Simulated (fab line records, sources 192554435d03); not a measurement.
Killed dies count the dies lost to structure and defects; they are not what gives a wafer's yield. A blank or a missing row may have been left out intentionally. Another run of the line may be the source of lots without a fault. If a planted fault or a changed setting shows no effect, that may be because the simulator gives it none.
Matching of chambers -- flow n5Finfet -- rieDiel-06 running N5_ZERO_LAYER_ETCH_17: 4 sister chambers
The step etches SiO2 in CF4, target depth 12 nm, time 13.3 s. 4 wafers are shown with their chamber, then 8 later ones without.

EACH WAFER AND ITS CHAMBER
wafer,chamber,oesProductAu (a.u.)
L970.5,0,0.67
L972.1,1,0.79
L974.1,3,0.77
L976.2,2,0.75

WAFERS WITHOUT THEIR CHAMBER
wafer,oesProductAu (a.u.)
L976.4,0.78
L976.5,0.77
L980.2,0.73
L980.4,0.77
L980.6,0.74
L987.1,0.74
L987.5,0.88
L987.6,0.75

WHICH CHAMBER EACH WENT THROUGH
wafer,from the rows above,in truth
L976.4,can't be placed: 1 or 3 or 2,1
L976.5,can't be placed: 3 or 1 or 2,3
L980.2,can't be placed: 2 or 3 or 0 or 1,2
L980.4,can't be placed: 3 or 1 or 2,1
L980.6,can't be placed: 2 or 3 or 1 or 0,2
L987.1,can't be placed: 2 or 3 or 1 or 0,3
L987.5,can't be placed: 1 or 3 or 2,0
L987.6,can't be placed: 2 or 3 or 1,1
Correct placement for 0 of the 8. Can't be placed from these rows: 8 (the true chamber is among the candidates in 7). Number placed wrongly: 0.
How it was worked out, from the rows above alone: a wafer's distance from a chamber is the root of the sum, over the readings, of the square of ((its reading less the chamber's mean) divided by the reading's scatter). The wafer belongs to the nearest chamber; if the next one is less than 2 further off, it can't be placed. The mean given for a chamber averages the wafers shown for that chamber. The scatter (one wafer shown for each chamber): square how far every hidden wafer sits from the nearest shown wafer, average those squares and take the square root.
